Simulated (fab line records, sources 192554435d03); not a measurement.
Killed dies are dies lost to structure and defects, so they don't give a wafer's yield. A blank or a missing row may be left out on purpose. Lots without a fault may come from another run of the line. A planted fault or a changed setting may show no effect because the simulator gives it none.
fab line records | flow n5_finfet
record lots=7 wafers=21
route steps=1938 shown BEOL_M8@1332 BEOL_M9@1419
start_h: hours from the record's first day to the start of the lot's first wafer shown | wait_h: hours since the lot's step before | " the same as in the row above | L1.1+2: a row that stands for several wafers | - no value, or no start given | * or withheld: withheld | < > ~ a bound
route shown NAME@n: a module of which the file shows steps, and the number in the route of the first | usual: mean/standard deviation of fault-free wafers | same: alike in all rows | chamber/n: place in a boat | sites: the reading at each site | _std_site: their standard deviation | _edge_site: outer sites' mean less inner sites' | radius_mm: how far each site lies from the wafer's centre | mask NAME#n: copy n | behind: the tool/chamber that last shaped the wafer | hold: why the lot was held/for how many hours/how that ended | device: the transistor (n, p or np) that didn't switch | end of line: the same wafers' tests at the end of the route | a step without rows: its recipe alone | killed: dies lost to structure and defects at the first sort, not the wafer's yield | map: a wafer's dies, x killed, . not, _ none there
set.NAME: the setting as run; set.NAME@STEP: as run at that earlier step | model.NAME: the simulator's own value behind a step, which no gauge read
lots whose settings were changed on purpose; a table a step, a row a wafer
## steps
# step N5_BEOL_M8_ILD_DEP_00
# recipe material=SiCOH_lowk target_thk_a=1797.5 temp_c=300 precursor=DEMS/porogen pressure_torr=5 rf_w=500 time_s=33.4
# columns lot.wafer tool chamber start_h wait_h set.time_s model.SiCOH_lowk_of_BEOL_M8_ILD_DEP_00.thk_nm
L074.1 pecvd-04 1 211.18 0.0 31.21 163.2
L074.3 " 0 " " 31.21 164.4
L074.4 " 1 " " 33.4 177.6
L081.4 pecvd-01 2 252.51 0.1 36.87 200
L081.5 " 0 " " 33.4 181.4
L081.6 " 1 " " 36.87 196.4
L084.1 pecvd-02 2 258.77 0.0 33.4 175.2
L084.2 " 1 " " 37.71 199.4
L084.6 " 2 " " 37.71 199.8
L086.3 pecvd-01 2 279.56 0.0 33.4 176.8
L086.4 " 0 " " 33.4 178.4
L086.5 " 1 " " 37.1 195
L089.2 pecvd-02 2 296.83 0.0 33.4 179.2
L089.3 " 0 " " 33.4 178.6
L089.6 " 2 " " 33.4 179
L090.2 pecvd-01 0 299.04 0.0 33.4 179.4
L090.3 " 2 " " 33.4 180
L090.5 " 2 " " 33.4 181.2
L091.3 pecvd-02 2 302.83 0.0 31.52 167
L091.4 " 2 " " 33.4 177.8
L091.6 " 1 " " 33.4 177.6
# step N5_BEOL_M8_CURE_74
# recipe temp_c=385 time_s=240 ambient=He/Ar material=SiCOH_lowk
# columns lot.wafer tool chamber start_h wait_h set.time_s@BEOL_M8_ILD_DEP_00 model.SiCOH_lowk_of_BEOL_M8_ILD_DEP_00.thk_nm
L074.1 uv_cure-01 1 211.27 0.1 31.21 140.6
L074.3 " 1 " " 31.21 141.6
L074.4 " 1 " " 33.4 153.2
L081.4 uv_cure-01 1 252.79 0.3 36.87 172.6
L081.5 " 1 " " 33.4 156.4
L081.6 " 1 " " 36.87 169.6
L084.1 uv_cure-03 1 258.86 0.1 33.4 151
L084.2 " 1 " " 37.71 172
L084.6 " 1 " " 37.71 172.6
L086.3 uv_cure-02 2 279.78 0.2 33.4 152.4
L086.4 " 2 " " 33.4 153.8
L086.5 " 2 " " 37.1 168.4
L089.2 uv_cure-01 0 297.18 0.3 33.4 154.6
L089.3 " 0 " " 33.4 154
L089.6 " 0 " " 33.4 154.4
L090.2 uv_cure-01 2 299.19 0.1 33.4 154.8
L090.3 " 2 " " 33.4 155.2
L090.5 " 2 " " 33.4 156.4
L091.3 uv_cure-02 1 303.22 0.4 31.52 144
L091.4 " 1 " " 33.4 153.4
L091.6 " 1 " " 33.4 153.2
# step N5_BEOL_M8_THK_MEAS_01
# recipe reads=SiCOH_lowk_of_BEOL_M8_ILD_DEP_00
# usual M8_ILD_THK=154.0/2.1
# columns lot.wafer tool chamber start_h wait_h set.time_s@BEOL_M8_ILD_DEP_00 M8_ILD_THK[nm]
L074.1 film_metro-01 - 211.78 0.4 31.21 140.5
L074.3 " - " " 31.21 141.6
L074.4 " - " " 33.4 153.1
L081.4 film_metro-01 - 253.06 0.2 36.87 172.7
L081.5 " - " " 33.4 156.6
L081.6 " - " " 36.87 169.4
L084.1 film_metro-01 - 259.37 0.4 33.4 150.9
L084.2 " - " " 37.71 172.2
L084.6 " - " " 37.71 172.4
L086.3 film_metro-01 - 280.14 0.3 33.4 152.6
L086.4 " - " " 33.4 153.7
L086.5 " - " " 37.1 168.4
L089.2 film_metro-02 - 297.62 0.4 33.4 154.7
L089.3 " - " " 33.4 153.9
L089.6 " - " " 33.4 154.3
L090.2 film_metro-01 - 299.62 0.4 33.4 154.6
L090.3 " - " " 33.4 155.2
L090.5 " - " " 33.4 156.3
L091.3 film_metro-01 - 303.89 0.5 31.52 144.0
L091.4 " - " " 33.4 153.4
L091.6 " - " " 33.4 153.0
# step N5_BEOL_M8_EXPOSE_08
# recipe mask_id=M8 na=1.35 source_shape=dipole sigma_inner=0.817 sigma_outer=0.97 polarization=te dose_mj=68.25
# columns lot.wafer tool chamber start_h wait_h mask set.dose_mj
L074.1+4 arfi_scanner-03 0 213.83 - M8#0 63.33
L074.3 " 0 " " M8#0 68.25
L081.4 arfi_scanner-02 0 255.64 - M8#0 68.25
L081.5+6 " 0 " " M8#0 69.56
L084.1+2+6 arfi_scanner-01 0 259.84 - M8#0 68.25
L086.3+4 arfi_scanner-02 0 281.97 - M8#0 68.25
L086.5 " 0 " " M8#0 72.53
L089.2+6 arfi_scanner-01 0 298.38 - M8#0 73.21
L089.3 " 0 " " M8#0 68.25
L090.2+3+5 arfi_scanner-02 0 301.04 - M8#0 68.25
L091.3+4 arfi_scanner-03 0 305.73 - M8#0 68.25
L091.6 " 0 " " M8#0 71.71
# step N5_BEOL_M8_PEB_09
# recipe peb_temp_c=withheld peb_time_s=60 resist=CAR-ArF
# step N5_BEOL_M8_DEVELOP_10
# recipe develop_time_s=30 developer=TMAH resist=CAR-ArF rinse_liquid=diw dry=air_spin dev_temp_c=23
# step N5_BEOL_M8_CD_MEAS_11
# recipe target_cd_nm=38.5 landing_energy_ev=500 detector=se_inlens polarity=opening
# usual cd_nm=38.3/0.51
# columns lot.wafer tool chamber start_h wait_h set.dose_mj@BEOL_M8_EXPOSE_08 cd_nm
L074.1 cd_sem-01 0 213.96 - 63.33 34.8
L074.3 " 0 " " 68.25 38.6
L074.4 " 0 " " 63.33 34.6
L081.4 cd_sem-01 0 255.75 - 68.25 37.4
L081.5 " 0 " " 69.56 38.0
L081.6 " 0 " " 69.56 38.9
L084.1 cd_sem-01 0 259.96 - 68.25 38.1
L084.2 " 0 " " 68.25 38.0
L084.6 " 0 " " 68.25 37.6
L086.3 cd_sem-02 0 282.09 - 68.25 38.2
L086.4 " 0 " " 68.25 38.1
L086.5 " 0 " " 72.53 40.8
L089.2 cd_sem-03 0 298.50 - 73.21 41.6
L089.3 " 0 " " 68.25 38.0
L089.6 " 0 " " 73.21 42.2
L090.2 cd_sem-03 0 301.16 - 68.25 37.9
L090.3 " 0 " " 68.25 38.2
L090.5 " 0 " " 68.25 38.7
L091.3 cd_sem-02 0 305.84 - 68.25 38.2
L091.4 " 0 " " 68.25 38.3
L091.6 " 0 " " 71.71 39.5
# step N5_BEOL_M8_DESCUM_16
# recipe chemistry=O2 time_s=7.9 source_power_w=50 bias_power_w=20 pressure_mtorr=20 rf_frequency_hz=2.712e+07 temp_c=40 resist=CAR-ArF o2_flow_sccm=225
# step N5_BEOL_M8_ETCH_61
# recipe chemistry=CF4 target=SiARC target_depth_a=455 mask_material=CAR-ArF time_s=75.8 ion_energy_ev=80 pressure_mtorr=40 source_w=545 bias_w=36 Ar_flow_sccm=100 cf4_flow_sccm=100 ends=cleared
# columns lot.wafer tool chamber start_h wait_h set.dose_mj@BEOL_M8_EXPOSE_08 model.BEOL_M8.cd_offset_nm
L074.1+4 rie_diel-04 2,3 214.30 0.0 63.33 -3.6
L074.3 " 1 " " 68.25 -0.2
L081.4 rie_diel-01 3 255.99 0.0 68.25 -0.8
L081.5 " 1 " " 69.56 0
L081.6 " 2 " " 69.56 0.4
L084.1+6 rie_diel-02 0 260.09 0.0 68.25 -0.8
L084.2 " 2 " " 68.25 -0.6
L086.3 rie_diel-01 1 282.36 0.0 68.25 -0.2
L086.4 " 3 " " 68.25 0.2
L086.5 " 2 " " 72.53 2.6
L089.2+6 rie_diel-04 3,0 298.62 0.0 73.21 3.4
L089.3 " 2 " " 68.25 -0.4
L090.2 rie_diel-01 2 302.24 0.0 68.25 -0.6
L090.3 " 1 " " 68.25 0
L090.5 " 2 " " 68.25 0.6
L091.3+4 rie_diel-02 1,3 305.99 0.0 68.25 -0.2
L091.6 " 2 " " 71.71 1.2
# step N5_BEOL_M8_ETCH_62
# recipe chemistry=N2/H2 target=SOC target_depth_a=1100 overetch_a=220 mask_material=SiARC temp_c=40 time_s=165 ion_energy_ev=200 pressure_mtorr=30 source_w=840 bias_w=150 n2_flow_sccm=200 h2_flow_sccm=200
# columns lot.wafer tool chamber start_h wait_h set.dose_mj@BEOL_M8_EXPOSE_08 model.BEOL_M8.cd_offset_nm
L074.1 rie_diel-04 2 214.36 0.0 63.33 -3.4
L074.3 " 1 " " 68.25 -0.6
L074.4 " 3 " " 63.33 -3.6
L081.4 rie_diel-01 3 256.05 0.0 68.25 -0.8
L081.5 " 1 " " 69.56 -0.2
L081.6 " 2 " " 69.56 0.8
L084.1 rie_diel-02 0 260.15 0.0 68.25 -0.6
L084.2 " 2 " " 68.25 -0.4
L084.6 " 0 " " 68.25 -0.8
L086.3 rie_diel-01 1 282.42 0.0 68.25 -0.4
L086.4 " 3 " " 68.25 0
L086.5 " 2 " " 72.53 2.6
L089.2+6 rie_diel-04 3,0 298.68 0.0 73.21 3.6
L089.3 " 2 " " 68.25 -0.4
L090.2 rie_diel-01 2 302.30 0.0 68.25 -0.4
L090.3 " 1 " " 68.25 -0.2
L090.5 " 2 " " 68.25 0.8
L091.3+4 rie_diel-02 1,3 306.05 0.0 68.25 -0.2
L091.6 " 2 " " 71.71 1.8
# step N5_BEOL_M8_STRIP_68
# recipe chemistry=N2/H2 temp_c=40 n2_flow_sccm=200 h2_flow_sccm=200 rf_frequency_hz=6e+07
# step N5_BEOL_M8_STRIP_67
# recipe chemistry=CF4 resist=SiARC power_w=300 bias_power_w=75 pressure_mtorr=50 cf4_flow_sccm=150 rf_frequency_hz=6e+07
# step N5_BEOL_M8_HM_OPEN_17
# recipe chemistry=Cl2/BCl3 target_depth_a=200 overetch_a=60 target=TiN mask_material=SOC ion_energy_ev=150 pressure_mtorr=10 icp_w=1000 bias_w=126 Cl2_flow_sccm=53.25 bcl3_flow_sccm=21.75 Ar_flow_sccm=25
# columns lot.wafer tool chamber start_h wait_h set.dose_mj@BEOL_M8_EXPOSE_08 model.BEOL_M8.cd_offset_nm
L074.1 rie_metal-02 1 214.55 0.0 63.33 -3.4
L074.3 " 0 " " 68.25 -0.4
L074.4 " 1 " " 63.33 -3.6
L081.4 rie_metal-01 1 256.26 0.1 68.25 -0.6
L081.5 " 0 " " 69.56 0
L081.6 " 1 " " 69.56 0.8
L084.1+2 rie_metal-02 0,1 260.33 0.0 68.25 -0.6
L084.6 " 1 " " 68.25 -0.8
L086.3 rie_metal-02 0 282.67 0.1 68.25 -0.4
L086.4 " 0 " " 68.25 0.2
L086.5 " 0 " " 72.53 2.8
L089.2 rie_metal-02 0 298.90 0.1 73.21 3.6
L089.3 " 0 " " 68.25 -0.4
L089.6 " 0 " " 73.21 3.8
L090.2 rie_metal-01 0 302.49 0.0 68.25 -0.4
L090.3 " 0 " " 68.25 0
L090.5 " 0 " " 68.25 0.8
L091.3+4 rie_metal-02 1,0 306.26 0.1 68.25 -0.4
L091.6 " 1 " " 71.71 1.6
# step N5_BEOL_M8_STRIP_19
# recipe chemistry=O2 power_w=400 temp_c=40 pressure_mtorr=30 rf_frequency_hz=6e+07 bias_power_w=0 overash_fraction=0.2 o2_flow_sccm=225
# step N5_BEOL_M8_CD_MEAS_18
# recipe pitch_nm=80 target_cd_nm=40
# usual cd_nm=40.0/0.62
# columns lot.wafer tool chamber start_h wait_h set.dose_mj@BEOL_M8_EXPOSE_08 cd_nm
L074.1 cd_sem-01 - 214.73 0.0 63.33 36.5
L074.3 " - " " 68.25 39.5
L074.4 " - " " 63.33 36.8
L081.4 cd_sem-01 - 256.42 0.1 68.25 39.2
L081.5 " - " " 69.56 40.3
L081.6 " - " " 69.56 41.0
L084.1 cd_sem-02 - 260.51 0.0 68.25 39.2
L084.2 " - " " 68.25 39.5
L084.6 " - " " 68.25 39.0
L086.3 cd_sem-03 - 283.02 0.1 68.25 39.5
L086.4 " - " " 68.25 40.2
L086.5 " - " " 72.53 42.9
L089.2 cd_sem-02 - 299.22 0.1 73.21 43.6
L089.3 " - " " 68.25 39.5
L089.6 " - " " 73.21 43.9
L090.2 cd_sem-02 - 302.71 0.1 68.25 39.5
L090.3 " - " " 68.25 40.0
L090.5 " - " " 68.25 41.2
L091.3 cd_sem-03 - 306.42 0.1 68.25 40.1
L091.4 " - " " 68.25 39.7
L091.6 " - " " 71.71 41.3
# step N5_BEOL_M8_DESCUM_33
# recipe chemistry=O2 time_s=7 source_power_w=50 bias_power_w=20 pressure_mtorr=20 rf_frequency_hz=2.712e+07 temp_c=40 resist=CAR-EUV o2_flow_sccm=225
# columns lot.wafer tool chamber start_h wait_h set.time_s model.CAR-EUV_of_BEOL_M8_COAT_22.thk_nm
L074.1+3+4 rie_diel-02 3,2,2 215.53 0.0 7 26.2
L081.4+6 rie_diel-02 0,2 256.85 0.0 6.138 26.4
L081.5 " 3 " " 7 26
L084.1+2 rie_diel-01 1,2 264.33 0.4 6.097 26.4
L084.6 " 2 " " 7 26
L086.3 rie_diel-04 3 283.44 0.0 7 26.2
L086.4 " 3 " " 6.276 26.6
L086.5 " 2 " " 6.276 26.4
L089.2+3 rie_diel-01 1,2 299.85 0.1 7.573 25.8
L089.6 " 2 " " 7 26.2
L090.2+5 rie_diel-01 0,1 305.05 0.2 7 26
L090.3 " 1 " " 7 26.2
L091.3+4 rie_diel-04 2,0 309.26 0.0 8.518 25.4
L091.6 " 3 " " 7 26.2
# step N5_BEOL_M8_ETCH_72
# recipe chemistry=N2/H2 target=underlayer target_depth_a=65 mask_material=CAR-EUV time_s=5.2 ion_energy_ev=200 pressure_mtorr=30 source_w=840 bias_w=150 n2_flow_sccm=200 h2_flow_sccm=200 ends=cleared
# columns lot.wafer tool chamber start_h wait_h set.time_s@BEOL_M8_DESCUM_33 model.CAR-EUV_of_BEOL_M8_COAT_22.thk_nm
L074.1+3+4 rie_diel-02 3,2,2 215.56 0.0 7 20.4
L081.4+6 rie_diel-02 0,2 256.89 0.0 6.138 20.8
L081.5 " 3 " " 7 20.2
L084.1 rie_diel-01 1 264.37 0.0 6.097 20.6
L084.2 " 2 " " 6.097 20.8
L084.6 " 2 " " 7 20.2
L086.3 rie_diel-04 3 283.48 0.0 7 20.4
L086.4 " 3 " " 6.276 20.8
L086.5 " 2 " " 6.276 20.6
L089.2 rie_diel-01 1 299.89 0.0 7.573 20
L089.3 " 2 " " 7.573 20.2
L089.6 " 2 " " 7 20.4
L090.2+5 rie_diel-01 0,1 305.08 0.0 7 20.2
L090.3 " 1 " " 7 20.4
L091.3+4 rie_diel-04 2,0 309.29 0.0 8.518 19.6
L091.6 " 3 " " 7 20.4
# step N5_BEOL_M8_ETCH_65
# recipe chemistry=CF4 target=SiARC target_depth_a=156 mask_material=CAR-EUV time_s=26 ion_energy_ev=80 pressure_mtorr=40 source_w=545 bias_w=36 Ar_flow_sccm=100 cf4_flow_sccm=100 ends=cleared
# columns lot.wafer tool chamber start_h wait_h set.time_s@BEOL_M8_DESCUM_33 model.CAR-EUV_of_BEOL_M8_COAT_22.thk_nm
L074.1+3+4 rie_diel-02 3,2,2 215.58 0.0 7 11.2
L081.4+6 rie_diel-02 0,2 256.90 0.0 6.138 11.6
L081.5 " 3 " " 7 11
L084.1 rie_diel-01 1 264.38 0.0 6.097 11.4
L084.2 " 2 " " 6.097 11.6
L084.6 " 2 " " 7 11.2
L086.3 rie_diel-04 3 283.49 0.0 7 11.2
L086.4 " 3 " " 6.276 11.6
L086.5 " 2 " " 6.276 11.4
L089.2+3 rie_diel-01 1,2 299.90 0.0 7.573 10.8
L089.6 " 2 " " 7 11.2
L090.2 rie_diel-01 0 305.10 0.0 7 11
L090.3+5 " 1 " " 7 11.2
L091.3+4 rie_diel-04 2,0 309.31 0.0 8.518 10.4
L091.6 " 3 " " 7 11.2
# step N5_BEOL_M8_ETCH_66
# recipe chemistry=N2/H2 target=SOC target_depth_a=800 overetch_a=160 mask_material=SiARC temp_c=40 time_s=120 ion_energy_ev=200 pressure_mtorr=30 source_w=840 bias_w=150 n2_flow_sccm=200 h2_flow_sccm=200
# usual rf_vpp_V=523.1/2.2
# columns lot.wafer tool chamber start_h wait_h set.source_w rf_vpp_V model.SiARC_of_BEOL_M8_COAT_64.thk_nm
L074.1 rie_diel-02 3 215.61 0.0 840 523.2 6.4
L074.3 " 2 " " 758.7 543.6 6.6
L074.4 " 2 " " 758.7 544.9 6.6
L081.4 rie_diel-02 0 256.93 0.0 718.5 552.2 7
L081.5 " 3 " " 840 523.1 6.4
L081.6 " 2 " " 840 527.2 6.2
L084.1 rie_diel-01 1 264.41 0.0 840 524.0 6.4
L084.2 " 2 " " 840 520.7 6.2
L084.6 " 2 " " 840 519.8 6.4
L086.3 rie_diel-04 3 283.52 0.0 912.9 506.9 6.2
L086.4 " 3 " " 840 522.3 6.4
L086.5 " 2 " " 912.9 507.9 6
L089.2 rie_diel-01 1 299.93 0.0 902.6 511.2 6.2
L089.3 " 2 " " 902.6 509.9 6.2
L089.6 " 2 " " 902.6 509.9 6.2
L090.2 rie_diel-01 0 305.13 0.0 840 526.1 6.6
L090.3 " 1 " " 840 524.8 6.4
L090.5 " 1 " " 840 523.8 6.4
L091.3 rie_diel-04 2 309.34 0.0 840 520.1 6.4
L091.4 " 0 " " 713.7 548.6 7
L091.6 " 3 " " 840 519.8 6.4
# step N5_BEOL_M8_STRIP_69
# recipe chemistry=N2/H2 temp_c=40 n2_flow_sccm=200 h2_flow_sccm=200 rf_frequency_hz=6e+07
# step N5_BEOL_M8_STRIP_73
# recipe chemistry=N2/H2 temp_c=40 n2_flow_sccm=200 h2_flow_sccm=200 rf_frequency_hz=6e+07
# step N5_BEOL_M8_PRECLEAN_42
# recipe chemistry=residue_remover time_s=60 temp_c=40
# step N5_BEOL_M8_SRD_43
# recipe time_s=30 temp_c=23 rinse_liquid=diw dry=ipa_marangoni
# step N5_BEOL_M8_CD_MEAS_35
# recipe target_cd_nm=40 polarity=opening
# usual cd_nm=40.0/0.64
# columns lot.wafer tool chamber start_h wait_h set.dose_mj@BEOL_M8_EXPOSE_08 cd_nm
L074.1 cd_sem-02 - 216.12 0.0 63.33 36.6
L074.3 " - " " 68.25 39.5
L074.4 " - " " 63.33 36.4
L081.4 cd_sem-03 - 257.44 0.0 68.25 39.2
L081.5 " - " " 69.56 40.0
L081.6 " - " " 69.56 40.8
L084.1 cd_sem-01 - 264.91 0.0 68.25 39.6
L084.2 " - " " 68.25 39.5
L084.6 " - " " 68.25 39.3
L086.3 cd_sem-01 - 284.03 0.0 68.25 39.7
L086.4 " - " " 68.25 40.1
L086.5 " - " " 72.53 42.6
L089.2 cd_sem-03 - 300.44 0.0 73.21 43.9
L089.3 " - " " 68.25 39.3
L089.6 " - " " 73.21 43.8
L090.2 cd_sem-02 - 305.63 0.0 68.25 39.8
L090.3 " - " " 68.25 39.9
L090.5 " - " " 68.25 41.2
L091.3 cd_sem-02 - 309.85 0.0 68.25 39.4
L091.4 " - " " 68.25 39.7
L091.6 " - " " 71.71 41.5
# step N5_BEOL_M9_ETCH_62
# recipe chemistry=N2/H2 target=SOC target_depth_a=1100 overetch_a=220 mask_material=SiARC temp_c=40 time_s=165 ion_energy_ev=200 pressure_mtorr=30 source_w=840 bias_w=150 n2_flow_sccm=200 h2_flow_sccm=200
# columns lot.wafer tool chamber start_h wait_h set.time_s model.SiARC_of_BEOL_M9_COAT_60.thk_nm
L074.1+3 rie_diel-03 1,0 222.30 0.0 165 23.8
L074.4 " 0 " " 176.1 23.4
L081.4 rie_diel-05 3 265.06 0.0 165 23.8
L081.5 " 2 " " 165 23.4
L081.6 " 1 " " 165 23.6
L084.1 rie_diel-06 2 272.87 0.0 154.3 24
L084.2 " 0 " " 165 23.2
L084.6 " 0 " " 154.3 23.8
L086.3 rie_diel-05 3 290.64 0.0 165 23.8
L086.4 " 0 " " 177.8 23.2
L086.5 " 1 " " 165 23.6
L089.2 rie_diel-06 2 306.40 0.0 194.1 22.4
L089.3 " 1 " " 165 23.4
L089.6 " 2 " " 165 23.6
L090.2+3+5 rie_diel-06 2,3,3 310.81 0.0 165 23.4
L091.3+6 rie_diel-05 0,1 315.09 0.0 165 23.8
L091.4 " 3 " " 165 23.6
# step N5_BEOL_M9_STRIP_68
# recipe chemistry=N2/H2 temp_c=40 n2_flow_sccm=200 h2_flow_sccm=200 rf_frequency_hz=6e+07
# step N5_BEOL_M9_STRIP_67
# recipe chemistry=CF4 resist=SiARC power_w=300 bias_power_w=75 pressure_mtorr=50 cf4_flow_sccm=150 rf_frequency_hz=6e+07
# step N5_BEOL_M9_HM_OPEN_17
# recipe chemistry=Cl2/BCl3 target_depth_a=200 overetch_a=60 target=TiN mask_material=SOC ion_energy_ev=150 pressure_mtorr=10 icp_w=1000 bias_w=126 Cl2_flow_sccm=53.25 bcl3_flow_sccm=21.75 Ar_flow_sccm=25
# columns lot.wafer tool chamber start_h wait_h set.time_s@BEOL_M9_ETCH_62 model.etch.depth_nm
L074.1 rie_metal-02 1 222.49 0.0 165 19.81
L074.3 " 1 " " 165 19.99
L074.4 " 0 " " 176.1 19.13
L081.4 rie_metal-01 1 265.28 0.1 165 20.2
L081.5 " 1 " " 165 20.31
L081.6 " 0 " " 165 20.79
L084.1 rie_metal-02 0 273.06 0.0 154.3 19.67
L084.2 " 1 " " 165 19.78
L084.6 " 0 " " 154.3 19.78
L086.3 rie_metal-01 1 290.85 0.1 165 20.39
L086.4 " 0 " " 177.8 18.75
L086.5 " 1 " " 165 20.61
L089.2 rie_metal-02 1 306.58 0.0 194.1 17.38
L089.3 " 0 " " 165 20.54
L089.6 " 0 " " 165 20.31
L090.2 rie_metal-03 1 311.00 0.0 165 20.24
L090.3 " 1 " " 165 19.84
L090.5 " 0 " " 165 20
L091.3 rie_metal-03 0 315.31 0.1 165 20.43
L091.4 " 1 " " 165 20.54
L091.6 " 0 " " 165 20.26
## key
split step=N5_BEOL_M8_ILD_DEP_00 setting=time_s stated=33.4 by=wafer
response step=N5_BEOL_M8_ILD_DEP_00 reading=model.SiCOH_lowk_of_BEOL_M8_ILD_DEP_00.thk_nm change=+1.77 per=1% r=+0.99
response step=N5_BEOL_M8_CURE_74 reading=model.SiCOH_lowk_of_BEOL_M8_ILD_DEP_00.thk_nm change=+1.54 per=1% r=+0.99
response step=N5_BEOL_M8_THK_MEAS_01 reading=M8_ILD_THK change=+1.54 per=1% r=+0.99
split step=N5_BEOL_M8_EXPOSE_08 setting=dose_mj stated=68.25 by=wafer
response step=N5_BEOL_M8_CD_MEAS_11 reading=cd_nm change=+0.471 per=1% r=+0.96
response step=N5_BEOL_M8_ETCH_61 reading=model.BEOL_M8.cd_offset_nm change=+0.446 per=1% r=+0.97
response step=N5_BEOL_M8_ETCH_62 reading=model.BEOL_M8.cd_offset_nm change=+0.46 per=1% r=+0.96
response step=N5_BEOL_M8_HM_OPEN_17 reading=model.BEOL_M8.cd_offset_nm change=+0.475 per=1% r=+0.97
response step=N5_BEOL_M8_CD_MEAS_18 reading=cd_nm change=+0.459 per=1% r=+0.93
response step=N5_BEOL_M8_CD_MEAS_35 reading=cd_nm change=+0.48 per=1% r=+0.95
split step=N5_BEOL_M8_DESCUM_33 setting=time_s stated=7 by=wafer
response step=N5_BEOL_M8_DESCUM_33 reading=model.CAR-EUV_of_BEOL_M8_COAT_22.thk_nm change=-0.0351 per=1% r=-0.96
response step=N5_BEOL_M8_ETCH_72 reading=model.CAR-EUV_of_BEOL_M8_COAT_22.thk_nm change=-0.0382 per=1% r=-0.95
response step=N5_BEOL_M8_ETCH_65 reading=model.CAR-EUV_of_BEOL_M8_COAT_22.thk_nm change=-0.0364 per=1% r=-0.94
split step=N5_BEOL_M8_ETCH_66 setting=source_w stated=840 by=wafer
response step=N5_BEOL_M8_ETCH_66 reading=rf_vpp_V change=-1.91 per=1% r=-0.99
response step=N5_BEOL_M8_ETCH_66 reading=model.SiARC_of_BEOL_M8_COAT_64.thk_nm change=-0.0392 per=1% r=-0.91
split step=N5_BEOL_M9_ETCH_62 setting=time_s stated=165 by=wafer
response step=N5_BEOL_M9_ETCH_62 reading=model.SiARC_of_BEOL_M9_COAT_60.thk_nm change=-0.0665 per=1% r=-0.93
response step=N5_BEOL_M9_HM_OPEN_17 reading=model.etch.depth_nm change=-0.157 per=1% r=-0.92
